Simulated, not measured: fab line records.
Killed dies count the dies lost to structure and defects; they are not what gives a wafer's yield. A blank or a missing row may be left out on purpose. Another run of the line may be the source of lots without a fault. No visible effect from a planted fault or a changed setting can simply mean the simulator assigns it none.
Lot-split experiment :: flow n5Finfet :: on a route of 1938 steps: 7 lots, 21 wafers read

## ON THE SPLIT
At N5_MOL_CONTACT_COAG_COAT_62 (time 60 s, resist thk 60 nm), the setting spinRpm was moved away from the recipe's 1500 rpm on 7 of the 21 wafers read, by -9.9% to +7.1%. This setting was run at the recipe's value on the other wafers.

## FROM THE SPLIT TO THE READING: what the file shows between them, 11 steps
- N5_MOL_CONTACT_COAG_COAT_63: time 60 s, resist thk 10 nm
- N5_MOL_CONTACT_COAG_COAT_64: time 60 s, resist thk 10 nm
- N5_MOL_CONTACT_COAG_ALD_133: deposits SiO2, target thk 5 nm, pulse time 1 s, co reactant pulse time 1 s
- N5_MOL_CONTACT_COAG_ETCHBACK_134: etches SiO2 in CHF3, target depth 10 nm, time 6.7 s
- N5_MOL_CONTACT_COAG_ETCH_67: etches SOC in N2/H2, target depth 60 nm, overetch 21 nm, time 101.2 s
- N5_MOL_CONTACT_COAG_STRIP_68: strips in N2/H2
- N5_MOL_CONTACT_COAG_STRIP_69: strips in N2/H2
- N5_MOL_CONTACT_COAG_ETCHBACK_136: etches SiO2 in CHF3, target depth 25 nm, time 16.7 s
- N5_MOL_CONTACT_COAG_STRIP_120: strips in CHF3
- N5_MOL_CONTACT_COAG_VIA_ETCH_117: etches SiO2 in C4F6/O2, target depth 40 nm, overetch 8 nm, time 26 s
- N5_MOL_CONTACT_COAG_ETCH_124: etches SiNx in CH3F/O2, stops on SiOC, target depth 6.5 nm

## THE READING
SOC_of_MOL_CONTACT_COAG_COAT_62.thkNm (the simulator's own value, which no gauge read), in nm, at N5_MOL_CONTACT_COAG_ETCH_48 (etches SiOC in C4F6/O2, target depth 15 nm, overetch 4.5 nm, time 17 s). The file does not state a usual value for it. The 14 wafers here that ran the recipe average 45.9 nm, standard deviation 0.32 nm.

wafer: L076.3
tool, chamber at the split: lithoTrack-01, 0
spinRpm as run, rpm: 1500
against the recipe: recipe
SOC_of_MOL_CONTACT_COAG_COAT_62.thkNm, nm: 46
against lot-mates on the recipe: -

wafer: L076.4
tool, chamber at the split: lithoTrack-01, 0
spinRpm as run, rpm: 1500
against the recipe: recipe
SOC_of_MOL_CONTACT_COAG_COAT_62.thkNm, nm: 46.4
against lot-mates on the recipe: -

wafer: L076.5
tool, chamber at the split: lithoTrack-01, 0
spinRpm as run, rpm: 1607
against the recipe: +7.1%
SOC_of_MOL_CONTACT_COAG_COAT_62.thkNm, nm: 44.2
against lot-mates on the recipe: -2.0

wafer: L078.2
tool, chamber at the split: lithoTrack-01, 0
spinRpm as run, rpm: 1352
against the recipe: -9.9%
SOC_of_MOL_CONTACT_COAG_COAT_62.thkNm, nm: 49
against lot-mates on the recipe: +3.6

wafer: L078.3
tool, chamber at the split: lithoTrack-01, 0
spinRpm as run, rpm: 1352
against the recipe: -9.9%
SOC_of_MOL_CONTACT_COAG_COAT_62.thkNm, nm: 48.6
against lot-mates on the recipe: +3.2

wafer: L078.4
tool, chamber at the split: lithoTrack-01, 0
spinRpm as run, rpm: 1500
against the recipe: recipe
SOC_of_MOL_CONTACT_COAG_COAT_62.thkNm, nm: 45.4
against lot-mates on the recipe: -

wafer: L080.2
tool, chamber at the split: lithoTrack-02, 0
spinRpm as run, rpm: 1500
against the recipe: recipe
SOC_of_MOL_CONTACT_COAG_COAT_62.thkNm, nm: 46
against lot-mates on the recipe: -

wafer: L080.3
tool, chamber at the split: lithoTrack-02, 0
spinRpm as run, rpm: 1383
against the recipe: -7.8%
SOC_of_MOL_CONTACT_COAG_COAT_62.thkNm, nm: 48.6
against lot-mates on the recipe: +2.8

wafer: L080.4
tool, chamber at the split: lithoTrack-02, 0
spinRpm as run, rpm: 1500
against the recipe: recipe
SOC_of_MOL_CONTACT_COAG_COAT_62.thkNm, nm: 45.6
against lot-mates on the recipe: -

wafer: L083.2
tool, chamber at the split: lithoTrack-03, 0
spinRpm as run, rpm: 1500
against the recipe: recipe
SOC_of_MOL_CONTACT_COAG_COAT_62.thkNm, nm: 45.8
against lot-mates on the recipe: -

wafer: L083.6
tool, chamber at the split: lithoTrack-03, 0
spinRpm as run, rpm: 1500
against the recipe: recipe
SOC_of_MOL_CONTACT_COAG_COAT_62.thkNm, nm: 45.8
against lot-mates on the recipe: -

wafer: L083.3
tool, chamber at the split: lithoTrack-03, 0
spinRpm as run, rpm: 1500
against the recipe: recipe
SOC_of_MOL_CONTACT_COAG_COAT_62.thkNm, nm: 46
against lot-mates on the recipe: -

wafer: L084.1
tool, chamber at the split: lithoTrack-02, 0
spinRpm as run, rpm: 1500
against the recipe: recipe
SOC_of_MOL_CONTACT_COAG_COAT_62.thkNm, nm: 45.4
against lot-mates on the recipe: -

wafer: L084.2
tool, chamber at the split: lithoTrack-02, 0
spinRpm as run, rpm: 1593
against the recipe: +6.2%
SOC_of_MOL_CONTACT_COAG_COAT_62.thkNm, nm: 43.2
against lot-mates on the recipe: -2.2

wafer: L084.3
tool, chamber at the split: lithoTrack-02, 0
spinRpm as run, rpm: 1593
against the recipe: +6.2%
SOC_of_MOL_CONTACT_COAG_COAT_62.thkNm, nm: 43.8
against lot-mates on the recipe: -1.6

wafer: L087.1
tool, chamber at the split: lithoTrack-03, 0
spinRpm as run, rpm: 1500
against the recipe: recipe
SOC_of_MOL_CONTACT_COAG_COAT_62.thkNm, nm: 46.2
against lot-mates on the recipe: -

wafer: L087.2
tool, chamber at the split: lithoTrack-03, 0
spinRpm as run, rpm: 1500
against the recipe: recipe
SOC_of_MOL_CONTACT_COAG_COAT_62.thkNm, nm: 46.2
against lot-mates on the recipe: -

wafer: L087.4
tool, chamber at the split: lithoTrack-03, 0
spinRpm as run, rpm: 1455
against the recipe: -3.0%
SOC_of_MOL_CONTACT_COAG_COAT_62.thkNm, nm: 46.8
against lot-mates on the recipe: +0.6

wafer: L090.1
tool, chamber at the split: lithoTrack-03, 0
spinRpm as run, rpm: 1500
against the recipe: recipe
SOC_of_MOL_CONTACT_COAG_COAT_62.thkNm, nm: 45.4
against lot-mates on the recipe: -

wafer: L090.2
tool, chamber at the split: lithoTrack-03, 0
spinRpm as run, rpm: 1500
against the recipe: recipe
SOC_of_MOL_CONTACT_COAG_COAT_62.thkNm, nm: 46
against lot-mates on the recipe: -

wafer: L090.3
tool, chamber at the split: lithoTrack-03, 0
spinRpm as run, rpm: 1500
against the recipe: recipe
SOC_of_MOL_CONTACT_COAG_COAT_62.thkNm, nm: 46.2
against lot-mates on the recipe: -

THE FIT
A straight line over all 21 wafers: SOC_of_MOL_CONTACT_COAG_COAT_62.thkNm changes by -0.314 nm for each +1% of spinRpm; r = -0.97; the points scatter about the line by 0.36 nm.
The same after taking each lot's own level away (the mean of its wafers on the recipe; 21 wafers): -0.327 nm for each +1%; r = -0.99; scatter 0.25 nm.
According to that fit, moving spinRpm by its largest amount changes the reading by 3.2 nm.
Across the lots, their own levels run from 45.40 to 46.20 nm, a range of 2.5 times the standard deviation given above.
The two slopes agree, so the slope changes little with the lot-to-lot level.
Check: +3.13 nm against its lot-mates is what the line predicts for one of the wafers moved furthest among these (-9.9%) when that wafer is left out of the fit. Against them it came out at +3.6 nm.

## THE OTHER SPLITS THESE WAFERS WENT THROUGH
These wafers also went through other splits before the reading. Each is held against what the fit with the lots' levels taken away leaves over:
other split on the same wafers: N5_HKMG_FIN_ETCH_32 biasW
wafers away from the commonest value: 9
r with SOC_of_MOL_CONTACT_COAG_COAT_62.thkNm (lot level and that fit taken away): +0.17

other split on the same wafers: N5_GATE_CUT_COAT_34 spinRpm
wafers away from the commonest value: 8
r with SOC_of_MOL_CONTACT_COAG_COAT_62.thkNm (lot level and that fit taken away): -0.05

other split on the same wafers: N5_GATE_CUT_COAT_07 spinRpm
wafers away from the commonest value: 8
r with SOC_of_MOL_CONTACT_COAG_COAT_62.thkNm (lot level and that fit taken away): +0.05

other split on the same wafers: N5_MOL_CONTACT_COAG_EXPOSE_05 doseMj
wafers away from the commonest value: 5
r with SOC_of_MOL_CONTACT_COAG_COAT_62.thkNm (lot level and that fit taken away): +0.00

other split on the same wafers: N5_MOL_CONTACT_COAG_ETCH_105 biasW
wafers away from the commonest value: 6
r with SOC_of_MOL_CONTACT_COAG_COAT_62.thkNm (lot level and that fit taken away): +0.19

## THE WHOLE CHAIN: every reading that the file lists as answering this split, in the file's order
step: N5_MOL_CONTACT_COAG_COAT_62
what it does: time 60 s, resist thk 60 nm
reading: SOC_of_MOL_CONTACT_COAG_COAT_62.thkNm (the simulator's own value, which no gauge read)
change (the file's fit): -0.305 nm for each +1% of the setting
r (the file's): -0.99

step: N5_MOL_CONTACT_COAG_ETCH_67
what it does: etches SOC in N2/H2, target depth 60 nm, overetch 21 nm, time 101.2 s
reading: etch.depthNm (the simulator's own value, which no gauge read)
change (the file's fit): -0.293 nm for each +1% of the setting
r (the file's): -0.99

step: N5_MOL_CONTACT_COAG_VIA_ETCH_117
what it does: etches SiO2 in C4F6/O2, target depth 40 nm, overetch 8 nm, time 26 s
reading: SOC_of_MOL_CONTACT_COAG_COAT_62.thkNm (the simulator's own value, which no gauge read)
change (the file's fit): -0.292 nm for each +1% of the setting
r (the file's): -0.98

step: N5_MOL_CONTACT_COAG_ETCH_124
what it does: etches SiNx in CH3F/O2, stops on SiOC, target depth 6.5 nm
reading: SOC_of_MOL_CONTACT_COAG_COAT_62.thkNm (the simulator's own value, which no gauge read)
change (the file's fit): -0.309 nm for each +1% of the setting
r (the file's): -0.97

step: N5_MOL_CONTACT_COAG_ETCH_48
what it does: etches SiOC in C4F6/O2, target depth 15 nm, overetch 4.5 nm, time 17 s
reading: SOC_of_MOL_CONTACT_COAG_COAT_62.thkNm (the simulator's own value, which no gauge read)
change (the file's fit): -0.324 nm for each +1% of the setting
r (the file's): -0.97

## FILE'S OWN FIT
SOC_of_MOL_CONTACT_COAG_COAT_62.thkNm changes by -0.324 nm for each +1% of spinRpm, r = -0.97.
